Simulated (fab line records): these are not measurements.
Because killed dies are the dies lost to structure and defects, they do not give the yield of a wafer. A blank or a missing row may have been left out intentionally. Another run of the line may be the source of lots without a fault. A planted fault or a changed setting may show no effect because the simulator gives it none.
Which of the tools did it? ; flow nand_harc ; 12 lots, 36 wafers sampled, at 4 steps of a route of 1302

## WHAT THE GAUGES READ, wafer by wafer
The record lacks any reading of a measuring or inspecting step that a usual standard deviation could be used to judge.

## TOOL THAT RAN EACH LOT (tool first, then ch and the chambers of the sampled wafers, then the start)
lot;NHARC_A_CHANNEL_HOLE_D1_DEP_01;NHARC_A_CHANNEL_HOLE_D1_SOFTBAKE_05;NHARC_A_CHANNEL_HOLE_D1_DESCUM_15;NHARC_A_CHANNEL_HOLE_D1_ETCH_39
L521;pecvd-04 ch 1,2, day 8 17:26;litho_track-01 ch 0, day 8 17:00;rie_diel-06 ch 2,3, day 8 18:14;rie_diel-06 ch 1,2, no start
L523;pecvd-02 ch 0,1,2, day 9 01:05;litho_track-06 ch 0, day 9 01:00;rie_diel-06 ch 0,1,2, day 9 01:52;rie_diel-06 ch 0,2,3, no start
L525;pecvd-02 ch 1,2, day 10 08:23;litho_track-06 ch 0, day 10 08:00;rie_diel-06 ch 0,2, day 10 09:18;rie_diel-06 ch 0,1,3, no start
L526;pecvd-03 ch 0,2, day 10 23:33;litho_track-06 ch 0, day 10 23:00;rie_diel-06 ch 1,3, day 11 00:28;rie_diel-06 ch 0,3, no start
L528;pecvd-04 ch 0,1, day 11 00:01;litho_track-06 ch 0, day 11 00:00;rie_diel-07 ch 0,1,2, day 11 00:55;rie_diel-07 ch 0,2,3, no start
L529;pecvd-02 ch 0,1,2, day 11 21:14;litho_track-04 ch 0, day 11 21:00;rie_diel-06 ch 0,1,3, day 11 22:11;rie_diel-06 ch 2,3, no start
L530;pecvd-03 ch 0,1,2, day 12 07:41;litho_track-01 ch 0, day 12 07:00;rie_diel-06 ch 0,1,2, day 12 08:26;rie_diel-06 ch 0,1,3, no start
L531;pecvd-02 ch 0,2, day 12 07:46;litho_track-04 ch 0, day 12 08:00;rie_diel-11 ch 0,1,2, day 12 08:41;rie_diel-11 ch 0,1,3, no start
L532;pecvd-03 ch 0,1, day 12 20:48;litho_track-06 ch 0, day 12 21:00;rie_diel-11 ch 0,1,3, day 12 21:40;rie_diel-11 ch 0,2,3, no start
L533;pecvd-02 ch 0,1,2, day 13 06:08;litho_track-01 ch 0, day 13 06:00;rie_diel-11 ch 1,2, day 13 07:03;rie_diel-11 ch 1,2,3, no start
L537;pecvd-03 ch 0,1,2, day 15 08:49;litho_track-01 ch 0, day 15 09:00;rie_diel-11 ch 0,3, day 15 09:41;rie_diel-11 ch 0,2,3, no start
L539;pecvd-02 ch 1,2, day 15 14:44;litho_track-01 ch 0, day 15 15:00;rie_diel-06 ch 0,2,3, day 15 15:46;rie_diel-06 ch 0,1,2, no start
- NHARC_A_CHANNEL_HOLE_D1_DEP_01: deposits SiON, target thk 140 nm.
- NHARC_A_CHANNEL_HOLE_D1_SOFTBAKE_05: time 55 s.
- NHARC_A_CHANNEL_HOLE_D1_DESCUM_15: chemistry O2, time 3 s.
- NHARC_A_CHANNEL_HOLE_D1_ETCH_39: etches the open film in N2/H2, target depth 260 nm, time 325 s.

## AS READ BY THE TOOLS THEMSELVES (means over the sampled wafers that have a number; for cases with no such wafer, the mark the record gives instead)
NHARC_A_CHANNEL_HOLE_D1_DEP_01.
lot;tool;heater_power_w (W);susceptor_temp_C (C)
L521;pecvd-04;704;400.17
L523;pecvd-02;761;399.91
L525;pecvd-02;751;400.05
L526;pecvd-03;773;399.74
L528;pecvd-04;814;400.07
L529;pecvd-02;699;399.96
L530;pecvd-03;722;400.19
L531;pecvd-02;755;400.11
L532;pecvd-03;701;399.92
L533;pecvd-02;675;399.99
L537;pecvd-03;685;400.08
L539;pecvd-02;803;400.12

NHARC_A_CHANNEL_HOLE_D1_SOFTBAKE_05.
lot;tool;heater_power_total_W (W)
L521;litho_track-01;188.37
L523;litho_track-06;188.42
L525;litho_track-06;188.34
L526;litho_track-06;188.54
L528;litho_track-06;188.57
L529;litho_track-04;188.37
L530;litho_track-01;188.49
L531;litho_track-04;188.37
L532;litho_track-06;188.60
L533;litho_track-01;188.44
L537;litho_track-01;192.10
L539;litho_track-01;191.88

NHARC_A_CHANNEL_HOLE_D1_DESCUM_15.
lot;tool;drypump_motor_current_A (A);oes_product_au (a.u.);rf_vpp_V (V);showerhead_plenum_p_Torr (Torr);throttle_valve_pct (%)
L521;rie_diel-06;6.4;1.009;58.5;1.95;11.323
L523;rie_diel-06;5.7;0.997;58.3;1.87;11.315
L525;rie_diel-06;5.8;1.002;57.5;1.94;11.303
L526;rie_diel-06;6.2;1.007;57.6;1.81;11.307
L528;rie_diel-07;6.1;0.999;58.2;1.86;11.316
L529;rie_diel-06;5.8;1.006;58.2;1.83;11.317
L530;rie_diel-06;5.7;1.002;56.5;1.86;11.313
L531;rie_diel-11;5.7;0.999;57.3;1.89;11.306
L532;rie_diel-11;5.3;1.003;57.1;1.81;11.313
L533;rie_diel-11;6.3;1.003;58.4;1.94;11.308
L537;rie_diel-11;5.0;1.013;57.0;1.83;11.316
L539;rie_diel-06;5.9;1.007;57.6;1.89;11.304

NHARC_A_CHANNEL_HOLE_D1_ETCH_39.
lot;tool;drypump_motor_current_A (A);h2_flow_sccm (sccm);oes_product_au (a.u.);rf_vpp_V (V);showerhead_plenum_p_Torr (Torr);throttle_valve_pct (%)
L521;rie_diel-06;6.0;149.7;1.009;428.2;1.97;14.167
L523;rie_diel-06;5.9;150.1;0.998;430.6;2.03;14.172
L525;rie_diel-06;5.8;150.2;0.999;427.6;1.95;14.165
L526;rie_diel-06;6.1;149.8;1.007;427.9;1.98;14.174
L528;rie_diel-07;6.2;149.9;1.000;427.2;1.93;14.167
L529;rie_diel-06;6.4;149.8;1.003;431.6;2.08;14.166
L530;rie_diel-06;5.8;150.1;1.002;428.2;1.94;14.173
L531;rie_diel-11;5.3;150.0;0.995;427.0;1.93;14.184
L532;rie_diel-11;5.6;149.8;1.003;430.1;2.01;14.180
L533;rie_diel-11;5.9;150.1;0.997;429.0;1.99;14.173
L537;rie_diel-11;5.6;149.9;0.992;429.9;2.01;14.173
L539;rie_diel-06;5.7;150.0;1.005;432.6;2.09;14.165

## THE ANSWER, worked out from the rows above alone
Rule: the lots themselves supply what counts as usual. Put in order of their means at a reading, lots are off if they are a third of the lots or fewer, leave a main group of 4 or more, and stand apart from it by a gap of 3 or more times the standard deviation of the main group's means; of several such gaps the widest counts. Not used: any main group whose means are identical at the precision the tables above print for the reading. A lot without any number at a reading at which 4 lots or more have one is off too. The other lots that the step has rows for count as sound. After the gauges, taken in route order, come the tools' own readings; for these a lot's mean is taken, as printed above. The first step at which some lot is off is used, and at that step the reading that is off furthest; a lot without a number counts as furthest.
Off: L537, L539 (NHARC_A_CHANNEL_HOLE_D1_SOFTBAKE_05, heater_power_total_W). For the main group the mean is 188.45 W and the standard deviation 0.089.
A tool fits if, at that step or a process step before it, it ran every lot that is off, and no sound lot after the first of them. One fits: NHARC_A_CHANNEL_HOLE_D1_SOFTBAKE_05 on litho_track-01. Its last sound lot is L533 (day 13 06:00), its first lot that is off L537 (day 15 09:00): a fault that began between those two fits.
The tool's own readings at NHARC_A_CHANNEL_HOLE_D1_SOFTBAKE_05 bear it out: on the lots that are off they differ by more than 5 times the standard deviation of the sound lots' means. heater_power_total_W reads 191.99 W there against 188.45 W on the sound lots.

## WHAT HAD BEEN PUT IN BY THE SIMULATOR
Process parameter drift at NHARC_A_CHANNEL_HOLE_D1_SOFTBAKE_05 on litho_track-01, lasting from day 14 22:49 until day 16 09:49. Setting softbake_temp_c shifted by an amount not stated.
Lots struck among those shown: L537, L539. The same result came from the rule above.
